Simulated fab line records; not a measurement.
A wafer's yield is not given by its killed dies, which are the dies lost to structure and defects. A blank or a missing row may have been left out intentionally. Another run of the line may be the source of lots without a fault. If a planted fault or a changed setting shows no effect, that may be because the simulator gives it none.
Comparing a struck lot with a sound one    flow nand-harc    42 out of 1302 route steps
Sound: wafers L375.2, L375.4, L375.5. Struck: wafers L391.1, L391.3, L391.6. The cause is named last.
Each step with rows lists, per side, the tool, then ch with its chambers, then its first start. Under that, the readings that differ: sound wafers    struck wafers    difference of the means    sigmas: that difference in standard deviations of wafers without a fault.
alike: a reading whose means differ by less than 2 such deviations, as well as words and numbers matching on both sides. not compared: withheld readings; readings where some wafer has no value; bounds like >300 that might hide an equal value; numbers whose values overlap and for which the record gives no deviation.
Wherever a step has rows on one side only, a row that says differs or no value, or a row with sigmas, the two part there. When numbers do not overlap yet have no deviation, they are printed without sigmas and do not part them. A reading that every wafer of one side lacks parts them only if that side has two wafers or more.

first, 2 steps without rows for these wafers: NHARC_A_CONTACT_ETCH_125 (etches the open film in C4F8/O2/Ar, time 197 s, target depth 1918 nm); NHARC_A_CONTACT_ETCH_126 (etches the open film in C4F8/O2/Ar, time 197 s, target depth 1918 nm).
NHARC_A_CONTACT_ETCH_127: etches the open film in C4F8/O2/Ar, time 197 s, target depth 1918 nm.
  sound on har-cap-etch-03 ch 0,1, day 24 13:39; struck on har-cap-etch-02 ch 1, day 31 16:13
  not compared: rf-hours-counter-h
then, 5 steps without rows for these wafers: NHARC_A_CONTACT_ETCH_128 (etches the open film in C4F8/O2/Ar, time 197 s, target depth 1918 nm); NHARC_A_CONTACT_ETCH_129 (etches the open film in C4F8/O2/Ar, time 197 s, target depth 1918 nm); NHARC_A_CONTACT_ETCH_130 (etches the open film in C4F8/O2/Ar, time 197 s, target depth 1918 nm); NHARC_A_CONTACT_ETCH_131 (etches the open film in C4F8/O2/Ar, time 197 s, target depth 1918 nm); NHARC_A_CONTACT_ETCH_132 (etches the open film in C4F8/O2/Ar, time 197 s, target depth 1924 nm).
NHARC_A_CONTACT_ETCH_133: etches the open film in C4F8/O2/Ar, time 374 s, target depth 1610 nm.
  sound on har-cap-etch-03 ch 0,1, day 24 14:42; struck on har-cap-etch-02 ch 1, day 31 17:16
  not compared: rf-hours-counter-h
NHARC_A_CONTACT_ETCH_91: etches the open film in CH3F/O2, target depth 40 nm, time 85.7 s.
  sound on rie-diel-04 ch 0,2, day 24 15:29; struck on rie-diel-04 ch 2,3, day 31 18:04
  alike: drypump-motor-current-A, oes-product-au, rf-vpp-V, showerhead-plenum-p-Torr, throttle-valve-pct
  not compared: rf-hours-counter-h
then, 1 step without rows for these wafers: NHARC_A_CONTACT_ETCH_97 (etches the open film in C4F6/O2, target depth 20 nm, time 10 s).
NHARC_A_CONTACT_CD_MEAS_80:
  sound: cd-sem-02 at day 24 15:42; struck: cd-sem-02 at day 31 18:16
  alike: cd-nm
NHARC_A_CONTACT_STRIP_103: strips in N2/H2.
  sound on rie-diel-04 ch 0,2,3, day 24 15:47; struck on rie-diel-04 ch 0,1, day 31 18:21
then, 17 steps without rows for these wafers: NHARC_A_CONTACT_STRIP_104 (strips in CF4/CHF3); NHARC_A_CONTACT_STRIP_105 (strips in O2/COS); NHARC_A_CONTACT_ETCH_106 (etches the open film in CF4/O2, target depth 90 nm, overetch 9 nm, time 49.5 s); NHARC_A_CONTACT_STRIP_82 (strips in O2); NHARC_A_CONTACT_STRIP_83 (strips in post etch residue remover, time 600 s); NHARC_A_CONTACT_DEP_84 (deposits aC, target thk 2800 nm); NHARC_A_CONTACT_DEP_85 (deposits SiON, target thk 60 nm); NHARC_A_CONTACT_DEHYDRATE_00 (time 120 s); NHARC_A_CONTACT_HMDS_01 (time 30 s); NHARC_A_CONTACT_COAT_86 (time 75 s); NHARC_A_CONTACT_COAT_87 (time 65 s); NHARC_A_CONTACT_COAT_02 (resist thk 90 nm); NHARC_A_CONTACT_SOFTBAKE_03 (time 55 s); NHARC_A_CONTACT_EBR_04; NHARC_A_CONTACT_EXPOSE_05 (exposes mask A CC); NHARC_A_CONTACT_PEB_06 (peb time 65 s); NHARC_A_CONTACT_DEVELOP_07 (develop time 35 s).
NHARC_A_CONTACT_CD_MEAS_08: the cd target is 200 nm.
  sound on cd-sem-02 ch 0, day 24 19:11; struck on cd-sem-01 ch 0, day 32 01:14
  alike: cd-nm
NHARC_A_CONTACT_OVL_MEAS_09:
  sound: overlay-02 at day 24 19:16; struck: overlay-01 at day 32 01:20
  alike: overlay-x-nm, overlay-y-nm
then, 2 steps without rows for these wafers: NHARC_A_CONTACT_DESCUM_13 (chemistry O2, time 3 s); NHARC_A_CONTACT_ETCH_88 (etches the open film in CF4, target depth 39 nm, time 65 s).
NHARC_A_CONTACT_ETCH_89: etches the open film in N2/H2, target depth 260 nm, time 475.3 s.
  sound on rie-diel-04 ch 0,1,2; struck on rie-diel-04 ch 1,3
  alike: drypump-motor-current-A, oes-product-au, rf-vpp-V, showerhead-plenum-p-Torr, throttle-valve-pct
  not compared: rf-hours-counter-h
then, 5 steps without rows for these wafers: NHARC_A_CONTACT_ETCH_30 (etches the open film in CF4/CHF3, target depth 72.6 nm, time 36.3 s); NHARC_A_CONTACT_ETCH_31 (etches the open film in O2/COS, target depth 2800 nm, time 728 s); NHARC_A_CONTACT_ETCH_134 (etches the open film in C4F8/O2/Ar, time 140 s, target depth 700 nm); NHARC_A_CONTACT_ETCH_135 (etches the open film in C4F8/O2/Ar, time 311 s, target depth 1912 nm); NHARC_A_CONTACT_ETCH_136 (etches the open film in C4F8/O2/Ar, time 311 s, target depth 1912 nm).
NHARC_A_CONTACT_ETCH_137: etches the open film in C4F8/O2/Ar, time 311 s, target depth 1912 nm.
  sound on har-cap-etch-02 ch 0,1, day 24 21:27; struck on har-cap-etch-01 ch 0,1, day 32 03:20
  not compared: rf-hours-counter-h
-- record jumps: 2 days between struck wafers' starts before vs after; left off in module A_CONTACT, resumes in module END, first step shown is number 1302 of the route --
NHARC_END_SORT_01:
  here the record holds rows for the struck wafers (prober-01 ch 0, day 34 06:14) but none for the sound ones

WHERE THEY PART
Within this record, at NHARC_END_SORT_01 only.

WHY: what the simulator had put in
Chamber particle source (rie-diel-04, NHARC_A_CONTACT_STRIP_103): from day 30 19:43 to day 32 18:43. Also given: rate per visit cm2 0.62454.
